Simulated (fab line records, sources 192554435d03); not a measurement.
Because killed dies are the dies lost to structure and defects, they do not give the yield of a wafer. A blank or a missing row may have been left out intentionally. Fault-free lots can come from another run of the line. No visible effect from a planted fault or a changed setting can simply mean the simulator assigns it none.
fab line records	flow n5-finfet
record: lots: 24	wafers: 72	last-day: 18
route steps=1938 shown BEOL_M4@1098 BEOL_M5@1126
lots untouched by any fault: they come from a run of this same line in which no faults occurred
start-h: start of the lot's first displayed wafer, in hours after the record's first day	wait-h: hours from the lot's prior step to this one	" repeats the value in the row above	L1.1+2: one row covering several wafers at once	- no value, or no start given	* or withheld: withheld	< > ~ a bound
route shown NAME@n: NAME is a module with steps in the file, n the number in the route of the first one	usual: mean/standard deviation taken from wafers without a fault	same: alike in all rows	chamber/n: place in a boat	sites: each site's reading	_std_site: the standard deviation of these	_edge_site: inner sites' mean taken away from outer sites' mean	radius-mm: how far each site lies from the wafer's centre	mask NAME#n: copy n	behind: tool/chamber where the wafer was last shaped	hold: what put the lot on hold/how long, in hours/how the hold closed	device: the transistor (n, p or np) that didn't switch	end of line: the tests these same wafers got at the end of their route	step lacking rows: just its recipe	killed: at the first sort, the dies lost to defects and structure; wafer yield is something else	map: per-die view of a wafer (x killed, . not killed, _ where there is no die)
set.NAME: the setting as run; set.NAME@STEP: as run at that earlier step	model.NAME: the simulator's own value behind a step, which no gauge read
the route's steps for a sample of lots (tables are steps, rows are wafers)
services: a tool's chamber out of use, with start hour (start-h, from the record's first day; less than 0 if before it), hours out, and reason
== steps ==
step: N5_BEOL_M4_SPUTTER_94
recipe: material: Cu	target-thk-a: 45	temp-c: -20	chamber-pressure-pa: 0.07	power-w: withheld	time-s: 8.29
usual: susceptor-temp-C: -20.01/0.11	throttle-valve-pct: 30.1/1
lot.wafer	tool	chamber	start-h	wait-h	susceptor-temp-C	throttle-valve-pct
L075.2	pvd-sputter-01	-	184.11	0.1	-20.24	30.4
L075.3	"	-	"	"	-19.99	31.1
L075.5	"	-	"	"	-20.16	29.9
L074.2	pvd-sputter-03	-	184.68	0.1	-19.94	29.1
L074.5	"	-	"	"	-19.98	30.6
L074.6	"	-	"	"	-19.99	29.8
L076.1	pvd-sputter-02	-	198.91	0.1	-19.94	29.9
L076.2	"	-	"	"	-19.86	31.6
L076.5	"	-	"	"	-19.93	31.5
L077.1	pvd-sputter-03	-	199.07	0.1	-19.98	29.8
L077.2	"	-	"	"	-19.99	30.7
L077.5	"	-	"	"	-20.10	31.4
L078.1	pvd-sputter-02	-	205.31	0.1	-19.88	31.3
L078.4	"	-	"	"	-20.16	27.8
L078.6	"	-	"	"	-20.04	30.0
L081.2	pvd-sputter-01	-	215.49	0.1	-19.84	29.6
L081.5	"	-	"	"	-20.14	29.7
L081.6	"	-	"	"	-20.05	31.2
L082.1	pvd-sputter-01	-	224.75	0.1	-19.95	30.0
L082.5	"	-	"	"	-20.18	30.8
L082.6	"	-	"	"	-20.02	30.0
L080.1	pvd-sputter-01	-	228.24	0.1	-19.95	29.6
L080.3	"	-	"	"	-19.89	31.2
L080.4	"	-	"	"	-19.95	30.7
L079.2	pvd-sputter-03	-	229.96	0.1	-20.04	28.9
L079.3	"	-	"	"	-20.35	30.9
L079.4	"	-	"	"	-20.02	31.7
L083.1	pvd-sputter-02	-	232.10	0.1	-19.94	28.0
L083.3	"	-	"	"	-20.01	31.5
L083.4	"	-	"	"	-19.97	30.0
L084.1	pvd-sputter-03	-	234.67	0.1	-19.97	31.8
L084.3	"	-	"	"	-19.99	29.9
L084.6	"	-	"	"	-19.99	30.3
L085.1	pvd-sputter-02	-	247.40	0.1	-20.10	31.3
L085.3	"	-	"	"	-19.83	29.8
L085.6	"	-	"	"	-19.94	29.9
L086.3	pvd-sputter-03	-	247.63	0.1	-20.02	31.5
L086.4	"	-	"	"	-20.02	29.7
L086.5	"	-	"	"	-19.98	30.8
L087.1	pvd-sputter-03	-	262.57	0.1	-20.05	29.8
L087.4	"	-	"	"	-20.02	29.0
L087.5	"	-	"	"	-19.92	29.0
L090.2	pvd-sputter-03	-	265.59	0.1	-20.18	30.9
L090.4	"	-	"	"	-19.94	29.6
L090.6	"	-	"	"	-19.98	29.8
L088.1	pvd-sputter-01	-	265.73	0.1	-19.87	31.0
L088.3	"	-	"	"	-19.99	29.5
L088.6	"	-	"	"	-20.08	29.9
L089.1	pvd-sputter-03	-	276.73	0.1	-19.96	29.7
L089.3	"	-	"	"	-20.20	31.5
L089.5	"	-	"	"	-19.90	29.7
L092.4	pvd-sputter-02	-	279.72	0.1	-19.95	29.6
L092.5	"	-	"	"	-20.08	30.3
L092.6	"	-	"	"	-20.13	31.4
L091.1	pvd-sputter-01	-	279.89	0.1	-20.01	30.5
L091.5	"	-	"	"	-20.10	30.8
L091.6	"	-	"	"	-19.81	29.9
L093.2	pvd-sputter-03	-	282.99	0.1	-19.92	29.8
L093.4	"	-	"	"	-19.96	31.4
L093.5	"	-	"	"	-20.24	30.7
L094.2	pvd-sputter-02	-	299.10	0.1	-20.00	30.2
L094.4	"	-	"	"	-19.90	28.0
L094.6	"	-	"	"	-20.09	29.4
L095.1	pvd-sputter-01	-	306.25	0.1	-20.06	29.6
L095.4	"	-	"	"	-19.98	31.2
L095.5	"	-	"	"	-19.79	30.5
L097.4	pvd-sputter-02	-	311.55	0.1	-19.95	29.4
L097.5	"	-	"	"	-19.98	31.4
L097.6	"	-	"	"	-19.99	29.5
L096.2	pvd-sputter-03	-	314.92	0.1	-20.04	31.5
L096.4	"	-	"	"	-20.16	29.0
L096.6	"	-	"	"	-20.18	29.0
step: N5_BEOL_M5_CD_MEAS_11
recipe: target-cd-nm: 27.74	landing-energy-ev: 500	detector: se-inlens
usual: cd-nm: 27.99/0.24
lot.wafer	tool	chamber	start-h	wait-h	cd-nm
L075.2	cd-sem-01	0	189.02	-	28.20
L075.3	"	0	"	"	28.14
L075.5	"	0	"	"	28.16
L074.2	cd-sem-01	0	190.19	-	28.12
L074.5	"	0	"	"	27.98
L074.6	"	0	"	"	27.78
L076.1	cd-sem-02	0	203.07	-	27.97
L076.2	"	0	"	"	27.76
L076.5	"	0	"	"	27.75
L077.1	cd-sem-02	0	203.65	-	28.00
L077.2	"	0	"	"	27.81
L077.5	"	0	"	"	28.03
L078.1	cd-sem-01	0	210.24	-	27.93
L078.4	"	0	"	"	28.07
L078.6	"	0	"	"	28.15
L081.2	cd-sem-03	0	221.41	-	28.30
L081.5	"	0	"	"	28.19
L081.6	"	0	"	"	28.35
L082.1	cd-sem-03	0	229.84	-	28.16
L082.5	"	0	"	"	27.83
L082.6	"	0	"	"	28.11
L080.1	cd-sem-02	0	233.90	-	28.05
L080.3	"	0	"	"	28.23
L080.4	"	0	"	"	27.91
L079.2	cd-sem-02	0	234.30	-	27.63
L079.3	"	0	"	"	28.03
L079.4	"	0	"	"	27.25
L083.1	cd-sem-02	0	239.78	-	27.75
L083.3	"	0	"	"	27.73
L083.4	"	0	"	"	28.12
L084.1	cd-sem-02	0	240.08	-	27.91
L084.3	"	0	"	"	28.18
L084.6	"	0	"	"	28.04
L085.1	cd-sem-03	0	251.36	-	27.73
L085.3	"	0	"	"	27.54
L085.6	"	0	"	"	27.95
L086.3	cd-sem-01	0	251.48	-	28.15
L086.4	"	0	"	"	28.11
L086.5	"	0	"	"	27.86
L087.1	cd-sem-03	0	267.32	-	27.99
L087.4	"	0	"	"	27.82
L087.5	"	0	"	"	27.83
L090.2	cd-sem-03	0	269.71	-	27.85
L090.4	"	0	"	"	28.05
L090.6	"	0	"	"	28.18
L088.1	cd-sem-02	0	271.78	-	27.80
L088.3	"	0	"	"	28.18
L088.6	"	0	"	"	27.25
L089.1	cd-sem-03	0	280.88	-	27.88
L089.3	"	0	"	"	27.84
L089.5	"	0	"	"	27.77
L092.4	cd-sem-03	0	284.23	-	27.77
L092.5	"	0	"	"	28.27
L092.6	"	0	"	"	28.11
L091.1	cd-sem-03	0	284.56	-	27.91
L091.5	"	0	"	"	28.34
L091.6	"	0	"	"	27.53
L093.2	cd-sem-02	0	287.90	-	28.49
L093.4	"	0	"	"	28.61
L093.5	"	0	"	"	28.15
L094.2	cd-sem-02	0	304.25	-	27.84
L094.4	"	0	"	"	28.03
L094.6	"	0	"	"	28.16
L095.1	cd-sem-02	0	312.45	-	27.88
L095.4	"	0	"	"	28.07
L095.5	"	0	"	"	28.56
L097.4	cd-sem-03	0	316.59	-	27.54
L097.5	"	0	"	"	28.22
L097.6	"	0	"	"	27.87
L096.2	cd-sem-02	0	320.45	-	28.36
L096.4	"	0	"	"	28.10
L096.6	"	0	"	"	27.96
step: N5_BEOL_M5_CD_MEAS_18
recipe: pitch-nm: 56	target-cd-nm: 28
usual: cd-nm: 28.0/0.32
lot.wafer	tool	chamber	start-h	wait-h	cd-nm
L075.2	cd-sem-01	-	189.72	0.1	27.8
L075.3	"	-	"	"	28.0
L075.5	"	-	"	"	27.9
L074.2	cd-sem-03	-	190.91	0.1	27.7
L074.5	"	-	"	"	27.6
L074.6	"	-	"	"	27.8
L076.1	cd-sem-03	-	203.81	0.0	27.8
L076.2	"	-	"	"	27.6
L076.5	"	-	"	"	27.9
L077.1	cd-sem-01	-	204.25	0.0	28.0
L077.2	"	-	"	"	28.2
L077.5	"	-	"	"	28.1
L078.1	cd-sem-03	-	210.88	0.0	28.1
L078.4	"	-	"	"	27.8
L078.6	"	-	"	"	27.4
L081.2	cd-sem-02	-	221.96	0.1	28.3
L081.5	"	-	"	"	27.8
L081.6	"	-	"	"	28.4
L082.1	cd-sem-01	-	230.78	0.0	28.6
L082.5	"	-	"	"	28.0
L082.6	"	-	"	"	27.6
L080.1	cd-sem-01	-	234.57	0.0	28.5
L080.3	"	-	"	"	28.0
L080.4	"	-	"	"	27.9
L079.2	cd-sem-02	-	235.09	0.1	27.4
L079.3	"	-	"	"	28.5
L079.4	"	-	"	"	27.4
L083.1	cd-sem-02	-	240.42	0.0	28.2
L083.3	"	-	"	"	28.1
L083.4	"	-	"	"	28.3
L084.1	cd-sem-01	-	240.85	0.0	27.3
L084.3	"	-	"	"	28.5
L084.6	"	-	"	"	27.9
L085.1	cd-sem-01	-	251.91	0.0	28.1
L085.3	"	-	"	"	27.7
L085.6	"	-	"	"	27.8
L086.3	cd-sem-03	-	252.03	0.1	27.8
L086.4	"	-	"	"	28.4
L086.5	"	-	"	"	27.3
L087.1	cd-sem-02	-	268.19	0.0	28.0
L087.4	"	-	"	"	28.0
L087.5	"	-	"	"	28.4
L090.2	cd-sem-03	-	270.26	0.1	28.7
L090.4	"	-	"	"	28.0
L090.6	"	-	"	"	28.3
L088.1	cd-sem-03	-	272.33	0.0	28.3
L088.3	"	-	"	"	28.1
L088.6	"	-	"	"	28.0
L089.1	cd-sem-01	-	281.67	0.0	27.6
L089.3	"	-	"	"	28.2
L089.5	"	-	"	"	27.9
L092.4	cd-sem-01	-	284.92	0.1	27.9
L092.5	"	-	"	"	28.4
L092.6	"	-	"	"	28.4
L091.1	cd-sem-03	-	285.36	0.1	27.8
L091.5	"	-	"	"	28.2
L091.6	"	-	"	"	28.1
L093.2	cd-sem-01	-	288.51	0.1	28.2
L093.4	"	-	"	"	28.0
L093.5	"	-	"	"	28.3
L094.2	cd-sem-01	-	304.84	0.1	28.2
L094.4	"	-	"	"	28.0
L094.6	"	-	"	"	28.4
L095.1	cd-sem-01	-	313.01	0.0	28.2
L095.4	"	-	"	"	27.6
L095.5	"	-	"	"	27.4
L097.4	cd-sem-01	-	317.14	0.1	27.8
L097.5	"	-	"	"	27.9
L097.6	"	-	"	"	27.6
L096.2	cd-sem-03	-	321.15	0.1	27.8
L096.4	"	-	"	"	28.6
L096.6	"	-	"	"	28.8
step: N5_BEOL_M5_ETCH_75
recipe: chemistry: N2/H2	target: underlayer	target-depth-a: 65	mask-material: CAR-EUV	time-s: 5.2	ion-energy-ev: 200	pressure-mtorr: 30	source-w: 840	bias-w: 150	n2-flow-sccm: 200	h2-flow-sccm: 200	ends: cleared
usual: drypump-motor-current-A: 5.8/0.37	etch-rf-on-time-s: 5.26/0.19	oes-product-au: 0.66/0.078	rf-vpp-V: 523.8/2.3	showerhead-plenum-p-Torr: 2.54/0.075	throttle-valve-pct: 17.87/0.29
lot.wafer	tool	chamber	start-h	wait-h	drypump-motor-current-A	etch-rf-on-time-s	oes-product-au	rf-hours-counter-h	rf-vpp-V	showerhead-plenum-p-Torr	throttle-valve-pct
L075.2	rie-diel-03	0	190.35	0.0	6.2	5.20	0.59	240	524.9	2.62	18.26
L075.3	"	2	"	"	5.7	5.03	0.71	75	523.5	2.47	17.59
L075.5	"	0	"	"	6.2	5.25	0.58	-	526.1	2.62	18.29
L074.2	rie-diel-03	3	192.73	0.0	6.3	5.46	0.80	2	526.2	2.60	17.35
L074.5	"	3	"	"	6.3	5.38	0.81	-	525.2	2.60	17.33
L074.6	"	2	"	"	5.7	4.98	0.69	-	519.5	2.47	17.61
L076.1	rie-diel-06	3	204.99	0.0	6.0	5.35	0.59	205	520.1	2.42	18.17
L076.2	"	1	"	"	5.3	5.41	0.62	147	525.0	2.55	17.99
L076.5	"	2	"	"	5.5	4.97	0.70	-	519.6	2.47	17.77
L077.1	rie-diel-06	1	205.38	0.0	5.3	5.46	0.62	147	524.0	2.55	17.98
L077.2	"	3	"	"	6.0	5.40	0.59	205	520.8	2.42	18.18
L077.5	"	1	"	"	5.3	5.52	0.62	-	525.2	2.55	18.01
L078.1	rie-diel-06	2	211.54	0.0	5.4	5.06	0.70	88	521.7	2.46	17.78
L078.4	"	2	"	"	5.5	5.06	0.70	-	520.5	2.46	17.78
L078.6	"	3	"	"	6.0	5.36	0.60	-	517.5	2.42	18.15
L081.2	rie-diel-03	3	222.55	0.0	6.3	5.50	0.77	11	527.8	2.60	17.34
L081.5	"	3	"	"	6.3	5.46	0.77	-	525.8	2.60	17.34
L081.6	"	2	"	"	5.7	5.05	0.70	-	522.2	2.46	17.59
L082.1	rie-diel-03	2	233.08	0.0	5.7	4.96	0.69	88	518.2	2.46	17.64
L082.5	"	1	"	"	5.7	5.48	0.57	-	525.6	2.63	18.07
L082.6	"	3	"	"	6.3	5.39	0.77	-	526.2	2.60	17.34
L080.1	rie-diel-06	0	238.61	0.0	5.4	5.10	0.61	205	522.0	2.51	18.20
L080.3	"	2	"	"	5.5	4.97	0.69	98	521.5	2.46	17.81
L080.4	"	3	"	"	6.0	5.32	0.60	216	522.2	2.42	18.19
L079.2	rie-diel-03	2	238.66	0.0	5.7	5.02	0.70	89	521.8	2.46	17.64
L079.3	"	3	"	"	6.3	5.42	0.76	16	527.5	2.60	17.35
L079.4	"	3	"	"	6.3	5.42	0.76	-	527.1	2.60	17.36
L084.1	rie-diel-03	1	243.14	0.0	5.7	5.47	0.57	219	525.1	2.63	18.07
L084.3	"	3	"	"	6.3	5.36	0.77	17	523.9	2.60	17.36
L084.6	"	2	"	"	5.7	5.02	0.69	-	521.5	2.46	17.61
L083.1	rie-diel-06	1	244.56	0.0	5.3	5.48	0.60	161	524.7	2.54	18.04
L083.3	"	3	"	"	6.0	5.35	0.59	218	519.8	2.42	18.19
L083.4	"	0	"	"	5.4	5.08	0.61	207	521.9	2.51	18.22
L085.1	rie-diel-06	1	252.38	0.0	5.3	5.42	0.61	162	524.4	2.54	18.03
L085.3	"	0	"	"	5.4	5.10	0.60	209	522.5	2.51	18.23
L085.6	"	2	"	"	5.5	5.00	0.68	-	521.6	2.46	17.81
L086.3	rie-diel-03	0	252.74	0.0	6.2	5.12	0.84	1	526.7	2.61	17.84
L086.4	"	3	"	"	6.3	5.45	0.77	20	524.0	2.60	17.37
L086.5	"	0	"	"	6.2	5.14	0.84	-	522.9	2.61	17.83
L087.1	rie-diel-04	3	268.67	0.0	5.3	5.31	0.61	214	525.3	2.63	18.21
L087.4	"	1	"	"	6.3	5.36	0.61	170	525.9	2.63	17.76
L087.5	"	0	"	"	6.1	5.29	0.70	-	525.2	2.58	17.57
L090.2	rie-diel-06	2	270.92	0.0	5.5	5.12	0.67	106	522.4	2.46	17.80
L090.4	"	0	"	"	5.4	5.20	0.60	215	521.8	2.50	18.25
L090.6	"	3	"	"	6.0	5.43	0.58	-	521.6	2.42	18.22
L088.1	rie-diel-04	0	276.67	0.0	6.1	5.26	0.69	95	524.7	2.58	17.53
L088.3	"	3	"	"	5.3	5.29	0.61	216	527.1	2.63	18.22
L088.6	"	0	"	"	6.1	5.25	0.70	-	523.1	2.58	17.56
L089.1	rie-diel-06	1	283.15	0.0	5.3	5.48	0.60	172	523.0	2.54	18.04
L089.3	"	3	"	"	6.0	5.38	0.58	229	521.2	2.41	18.22
L089.5	"	0	"	"	5.4	5.12	0.60	-	523.1	2.50	18.25
L091.1	rie-diel-04	1	286.45	0.0	6.3	5.40	0.61	175	525.4	2.63	17.74
L091.5	"	1	"	"	6.3	5.41	0.61	-	526.5	2.63	17.75
L091.6	"	0	"	"	6.1	5.38	0.70	-	522.6	2.58	17.56
L092.4	rie-diel-03	0	286.92	0.0	6.2	5.08	0.82	11	524.4	2.61	17.84
L092.5	"	3	"	"	6.3	5.41	0.74	-	524.1	2.59	17.39
L092.6	"	2	"	"	5.7	5.02	0.68	-	521.3	2.45	17.65
L093.2	rie-diel-04	0	289.11	0.0	6.1	5.41	0.69	99	525.0	2.58	17.55
L093.4	"	3	"	"	5.3	5.36	0.60	219	524.8	2.62	18.24
L093.5	"	3	"	"	5.3	5.37	0.61	-	524.7	2.62	18.24
L094.2	rie-diel-06	2	305.36	0.0	5.5	4.99	0.67	118	519.8	2.45	17.81
L094.4	"	1	"	"	5.3	5.46	0.61	177	526.9	2.53	18.04
L094.6	"	1	"	"	5.3	5.46	0.61	-	523.7	2.53	18.04
L095.1	rie-diel-03	2	315.35	0.0	5.7	5.05	0.68	112	520.8	2.45	17.66
L095.4	"	3	"	"	6.3	5.39	0.73	-	524.1	2.59	17.43
L095.5	"	2	"	"	5.7	5.03	0.68	-	520.9	2.45	17.64
L097.4	rie-diel-06	2	319.43	0.0	5.5	5.09	0.66	123	523.7	2.45	17.84
L097.5	"	2	"	"	5.5	5.08	0.66	-	522.3	2.45	17.84
L097.6	"	1	"	"	5.3	5.45	0.60	-	524.1	2.53	18.07
L096.2	rie-diel-03	2	321.70	0.0	5.7	5.12	0.67	116	522.4	2.45	17.66
L096.4	"	1	"	"	5.7	5.55	0.56	-	527.1	2.62	18.11
L096.6	"	0	"	"	6.2	5.15	0.79	-	527.2	2.60	17.85
step: N5_BEOL_M5_ETCH_67
recipe: chemistry: CF4	target: SiARC	target-depth-a: 156	mask-material: CAR-EUV	time-s: 26	ion-energy-ev: 80	pressure-mtorr: 40	source-w: 545	bias-w: 36	Ar_flow_sccm: 100	cf4-flow-sccm: 100	ends: cleared
usual: drypump-motor-current-A: 5.8/0.37	etch-rf-on-time-s: 26.3/0.95	oes-product-au: 0.66/0.078	rf-vpp-V: 184.0/1	showerhead-plenum-p-Torr: 2.13/0.058	throttle-valve-pct: 15.6/0.3
lot.wafer	tool	chamber	start-h	wait-h	drypump-motor-current-A	etch-rf-on-time-s	oes-product-au	rf-hours-counter-h	rf-vpp-V	showerhead-plenum-p-Torr	throttle-valve-pct
L075.2	rie-diel-03	0	190.37	0.0	6.2	26.1	0.59	240	183.9	2.19	16.0
L075.3	"	2	"	"	5.7	24.9	0.71	75	184.5	2.10	15.4
L075.5	"	0	"	"	6.2	26.1	0.59	-	184.4	2.19	16.0
L074.2	rie-diel-03	3	192.75	0.0	6.3	27.3	0.81	2	184.9	2.18	15.1
L074.5	"	3	"	"	6.3	27.4	0.82	-	185.9	2.18	15.1
L074.6	"	2	"	"	5.7	25.3	0.71	-	184.9	2.10	15.4
L076.1	rie-diel-06	3	205.01	0.0	6.0	26.9	0.60	205	181.8	2.03	15.9
L076.2	"	1	"	"	5.3	27.3	0.63	147	183.7	2.15	15.6
L076.5	"	2	"	"	5.5	24.9	0.70	-	184.4	2.07	15.5
L077.1	rie-diel-06	1	205.40	0.0	5.3	27.1	0.63	147	183.8	2.15	15.6
L077.2	"	3	"	"	6.0	26.8	0.59	205	181.0	2.03	15.9
L077.5	"	1	"	"	5.3	27.1	0.63	-	183.7	2.15	15.6
L078.1	rie-diel-06	2	211.55	0.0	5.5	25.1	0.69	88	182.9	2.07	15.5
L078.4	"	2	"	"	5.5	25.6	0.69	-	181.6	2.07	15.5
L078.6	"	3	"	"	6.0	27.0	0.59	-	184.1	2.03	15.9
L081.2	rie-diel-03	3	222.57	0.0	6.3	27.5	0.77	11	184.6	2.18	15.1
L081.5	"	3	"	"	6.3	27.5	0.78	-	183.5	2.18	15.1
L081.6	"	2	"	"	5.7	25.3	0.70	-	183.4	2.09	15.5
L082.1	rie-diel-03	2	233.10	0.0	5.7	25.2	0.70	88	183.0	2.09	15.5
L082.5	"	1	"	"	5.7	27.5	0.57	-	185.3	2.21	15.9
L082.6	"	3	"	"	6.4	27.2	0.76	-	184.1	2.18	15.1
L080.1	rie-diel-06	0	238.62	0.0	5.3	25.5	0.61	205	183.4	2.13	16.1
L080.3	"	2	"	"	5.5	24.9	0.70	98	183.2	2.07	15.6
L080.4	"	3	"	"	6.0	26.9	0.59	216	182.5	2.03	15.9
L079.2	rie-diel-03	2	238.68	0.0	5.7	25.0	0.70	89	181.8	2.09	15.5
L079.3	"	3	"	"	6.3	26.9	0.77	16	185.0	2.17	15.1
L079.4	"	3	"	"	6.3	27.1	0.77	-	185.4	2.18	15.1
L084.1	rie-diel-03	1	243.16	0.0	5.7	27.5	0.57	219	185.2	2.21	15.8
L084.3	"	3	"	"	6.3	27.3	0.77	17	184.0	2.17	15.1
L084.6	"	2	"	"	5.7	25.0	0.70	-	184.5	2.09	15.5
L083.1	rie-diel-06	1	244.57	0.0	5.3	27.2	0.61	161	184.3	2.14	15.7
L083.3	"	3	"	"	6.0	26.9	0.59	218	182.7	2.03	15.9
L083.4	"	0	"	"	5.4	26.0	0.60	207	185.0	2.13	16.1
L085.1	rie-diel-06	1	252.40	0.0	5.3	27.2	0.62	162	183.6	2.14	15.7
L085.3	"	0	"	"	5.4	25.5	0.61	209	183.1	2.13	16.1
L085.6	"	2	"	"	5.5	25.2	0.68	-	183.8	2.07	15.6
L086.3	rie-diel-03	0	252.76	0.0	6.2	25.5	0.85	1	184.1	2.18	15.5
L086.4	"	3	"	"	6.3	27.2	0.77	20	183.7	2.17	15.1
L086.5	"	0	"	"	6.2	25.4	0.85	-	184.1	2.19	15.5
L087.1	rie-diel-04	3	268.68	0.0	5.4	26.8	0.61	214	184.5	2.20	16.0
L087.4	"	1	"	"	6.4	27.3	0.62	170	184.6	2.22	15.7
L087.5	"	0	"	"	6.1	27.2	0.69	-	184.3	2.16	15.2
L090.2	rie-diel-06	2	270.94	0.0	5.5	25.4	0.68	106	183.3	2.07	15.6
L090.4	"	0	"	"	5.4	25.9	0.60	215	184.6	2.12	16.1
L090.6	"	3	"	"	6.0	27.1	0.57	-	183.2	2.03	16.0
L088.1	rie-diel-04	0	276.69	0.0	6.0	26.8	0.70	95	185.2	2.16	15.2
L088.3	"	3	"	"	5.3	26.3	0.61	216	184.6	2.20	16.0
L088.6	"	0	"	"	6.0	26.5	0.70	-	185.9	2.16	15.3
L089.1	rie-diel-06	1	283.17	0.0	5.3	27.6	0.60	172	185.0	2.14	15.7
L089.3	"	3	"	"	5.9	26.9	0.58	229	182.9	2.03	16.0
L089.5	"	0	"	"	5.3	26.0	0.59	-	183.8	2.12	16.1
L091.1	rie-diel-04	1	286.47	0.0	6.3	26.9	0.61	175	184.7	2.22	15.7
L091.5	"	1	"	"	6.3	27.2	0.61	-	185.1	2.22	15.7
L091.6	"	0	"	"	6.1	26.9	0.69	-	183.1	2.16	15.2
L092.4	rie-diel-03	0	286.93	0.0	6.2	25.2	0.82	11	185.7	2.18	15.5
L092.5	"	3	"	"	6.3	26.5	0.75	-	184.6	2.17	15.1
L092.6	"	2	"	"	5.7	24.8	0.69	-	184.0	2.09	15.5
L093.2	rie-diel-04	0	289.12	0.0	6.1	26.8	0.69	99	184.6	2.16	15.3
L093.4	"	3	"	"	5.3	26.4	0.61	219	185.0	2.20	16.0
L093.5	"	3	"	"	5.3	26.5	0.60	-	185.2	2.20	16.0
L094.2	rie-diel-06	2	305.38	0.0	5.5	24.8	0.67	118	183.5	2.06	15.6
L094.4	"	1	"	"	5.3	27.2	0.60	177	183.2	2.14	15.7
L094.6	"	1	"	"	5.3	27.1	0.61	-	183.3	2.14	15.7
L095.1	rie-diel-03	2	315.37	0.0	5.7	25.1	0.68	112	183.4	2.08	15.5
L095.4	"	3	"	"	6.4	27.2	0.73	-	184.7	2.17	15.2
L095.5	"	2	"	"	5.7	25.3	0.68	-	183.1	2.08	15.5
L097.4	rie-diel-06	2	319.44	0.0	5.5	25.4	0.67	123	183.2	2.06	15.6
L097.5	"	2	"	"	5.5	25.0	0.67	-	181.7	2.06	15.6
L097.6	"	1	"	"	5.3	27.3	0.60	-	185.0	2.14	15.7
L096.2	rie-diel-03	2	321.71	0.0	5.7	25.2	0.68	116	182.9	2.08	15.5
L096.4	"	1	"	"	5.8	27.5	0.56	-	183.2	2.20	15.9
L096.6	"	0	"	"	6.2	25.4	0.79	-	184.8	2.18	15.5
step: N5_BEOL_M5_CURE_80
recipe: temp-c: 370	time-s: 120	ambient: DMADMS/He	material: SiCOH_lowk
usual: lamp-power-pct: 52.31/0.055	wafer_temp_C_max: 372.0/0.97
lot.wafer	tool	chamber	start-h	wait-h	lamp-power-pct	wafer_temp_C_max
L075.2	uv-cure-02	2	190.99	0.1	52.34	374.2
L075.3	"	2	"	"	52.38	373.6
L075.5	"	2	"	"	52.32	373.3
L074.2	uv-cure-01	1	193.36	0.1	52.31	371.5
L074.5	"	1	"	"	52.37	371.5
L074.6	"	1	"	"	52.26	370.9
L076.1	uv-cure-03	1	205.57	0.0	52.32	371.0
L076.2	"	1	"	"	52.41	371.4
L076.5	"	1	"	"	52.29	371.2
L077.1	uv-cure-01	0	205.96	0.0	52.26	373.7
L077.2	"	0	"	"	52.17	373.0
L077.5	"	0	"	"	52.26	372.7
L078.1	uv-cure-01	1	212.11	0.0	52.26	371.7
L078.4	"	1	"	"	52.34	371.4
L078.6	"	1	"	"	52.30	371.5
L081.2	uv-cure-02	0	223.18	0.1	52.32	372.4
L081.5	"	0	"	"	52.33	371.8
L081.6	"	0	"	"	52.40	371.4
L082.1	uv-cure-02	2	233.66	0.0	52.32	372.6
L082.5	"	2	"	"	52.35	372.7
L082.6	"	2	"	"	52.25	372.7
L080.1	uv-cure-03	0	239.19	0.0	52.28	372.0
L080.3	"	0	"	"	52.32	372.4
L080.4	"	0	"	"	52.27	371.6
L079.2	uv-cure-02	1	239.29	0.1	52.27	371.3
L079.3	"	1	"	"	52.28	371.3
L079.4	"	1	"	"	52.34	371.6
L084.1	uv-cure-02	1	243.72	0.0	52.34	371.7
L084.3	"	1	"	"	52.30	371.1
L084.6	"	1	"	"	52.34	371.5
L083.1	uv-cure-01	2	245.14	0.0	52.26	370.8
L083.3	"	2	"	"	52.22	371.6
L083.4	"	2	"	"	52.31	371.4
L085.1	uv-cure-03	2	252.96	0.0	52.24	370.9
L085.3	"	2	"	"	52.25	371.3
L085.6	"	2	"	"	52.28	371.0
L086.3	uv-cure-02	2	253.42	0.1	52.29	373.7
L086.4	"	2	"	"	52.36	373.1
L086.5	"	2	"	"	52.25	374.0
L087.1	uv-cure-02	0	269.25	0.0	52.27	371.2
L087.4	"	0	"	"	52.26	371.6
L087.5	"	0	"	"	52.26	371.2
L090.2	uv-cure-01	0	271.56	0.1	52.31	372.2
L090.4	"	0	"	"	52.28	372.1
L090.6	"	0	"	"	52.29	374.7
L088.1	uv-cure-03	2	277.33	0.1	52.31	371.0
L088.3	"	2	"	"	52.32	371.3
L088.6	"	2	"	"	52.24	371.5
L089.1	uv-cure-01	0	283.73	0.0	52.27	371.8
L089.3	"	0	"	"	52.32	372.3
L089.5	"	0	"	"	52.25	372.6
L091.1	uv-cure-03	1	287.03	0.0	52.34	371.4
L091.5	"	1	"	"	52.34	371.4
L091.6	"	1	"	"	52.35	371.2
L092.4	uv-cure-03	2	287.74	0.2	52.29	371.4
L092.5	"	2	"	"	52.36	371.7
L092.6	"	2	"	"	52.29	370.9
L093.2	uv-cure-03	2	289.73	0.1	52.31	371.5
L093.4	"	2	"	"	52.37	371.2
L093.5	"	2	"	"	52.34	371.0
L094.2	uv-cure-02	2	306.04	0.1	52.40	372.4
L094.4	"	2	"	"	52.31	373.5
L094.6	"	2	"	"	52.29	372.6
L095.1	uv-cure-02	0	315.93	0.0	52.31	371.3
L095.4	"	0	"	"	52.35	371.3
L095.5	"	0	"	"	52.23	371.3
L097.4	uv-cure-01	0	320.16	0.2	52.36	373.0
L097.5	"	0	"	"	52.27	373.1
L097.6	"	0	"	"	52.38	374.1
L096.2	uv-cure-01	0	322.33	0.1	52.38	373.0
L096.4	"	0	"	"	52.31	373.1
L096.6	"	0	"	"	52.17	372.8
== services ==
tool	chamber	start-h	hours	kind
rie-diel-03	3	166.76	-	clean
rie-diel-03	3	166.76	-	consumable-replace:focus-ring
rie-diel-06	0	211.47	8.5	repair
rie-diel-03	0	224.48	-	clean
rie-diel-03	0	224.48	-	consumable-replace:focus-ring
rie-diel-03	0	224.48	20.7	scheduled-down
rie-diel-03	0	224.48	20.7	vent-cycle
uv-cure-03	-	226.46	5.7	repair
rie-diel-04	2	234.06	-	clean
rie-diel-04	2	234.06	-	consumable-replace:focus-ring
rie-diel-04	2	234.06	14.5	scheduled-down
rie-diel-04	2	234.06	14.5	vent-cycle
uv-cure-02	-	271.68	7.5	pm
rie-diel-03	-	272.06	0.8	repair
uv-cure-03	-	291.28	22.2	pm
pvd-sputter-02	-	305.59	2.2	repair
rie-diel-03	3	317.24	8.8	repair
== key ==
fault none
